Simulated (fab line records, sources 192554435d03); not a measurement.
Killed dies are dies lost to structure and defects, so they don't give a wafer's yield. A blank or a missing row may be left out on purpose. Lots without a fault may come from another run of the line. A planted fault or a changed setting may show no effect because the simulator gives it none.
Chamber matching | flow n5_finfet | N5_BEOL_M9_ETCH_76 on rie_diel-05: 4 sister chambers
The step etches underlayer in N2/H2, target depth 6.5 nm, time 5.2 s. 8 wafers are shown with their chamber, then 9 later ones without.

WAFERS WITH THEIR CHAMBER
wafer  | chamber | drypump_motor_current_A (A) | showerhead_plenum_p_Torr (Torr)
L079.2 | 1       | 6.3                         | 2.62
L078.1 | 0       | 6.1                         | 2.56
L078.2 | 1       | 6.3                         | 2.62
L088.2 | 0       | 6.1                         | 2.55
L088.4 | 3       | 6.1                         | 2.42
L087.1 | 2       | 5.3                         | 2.63
L087.3 | 3       | 6.2                         | 2.42
L087.5 | 2       | 5.3                         | 2.63

WAFERS WITHOUT THEIR CHAMBER
wafer  | drypump_motor_current_A (A) | showerhead_plenum_p_Torr (Torr)
L090.2 | 6.1                         | 2.55
L090.3 | 5.3                         | 2.63
L090.4 | 6.2                         | 2.42
L096.1 | 6.1                         | 2.42
L096.2 | 6.0                         | 2.54
L096.6 | 5.3                         | 2.63
L097.1 | 6.3                         | 2.61
L097.3 | 6.1                         | 2.54
L097.5 | 6.3                         | 2.61

WHICH CHAMBER EACH WENT THROUGH
wafer  | from the rows above | in truth
L090.2 | 0                   | 0
L090.3 | 2                   | 2
L090.4 | 3                   | 3
L096.1 | 3                   | 3
L096.2 | 0                   | 0
L096.6 | 2                   | 2
L097.1 | 1                   | 1
L097.3 | 0                   | 0
L097.5 | 1                   | 1
Placed correctly: 9 of 9. Can't be placed from these rows: 0. Placed wrongly: 0.
How it was worked out, from the rows above alone: a wafer's distance from a chamber is the root of the sum, over the readings, of the square of ((its reading less the chamber's mean) divided by the reading's scatter). The wafer belongs to the nearest chamber; if the next one is less than 2 further off, it can't be placed. A chamber's mean is the mean of its shown wafers. The scatter: the root of (the sum of the squares of (reading less its chamber's mean) over the shown wafers, divided by (wafers less chambers)).
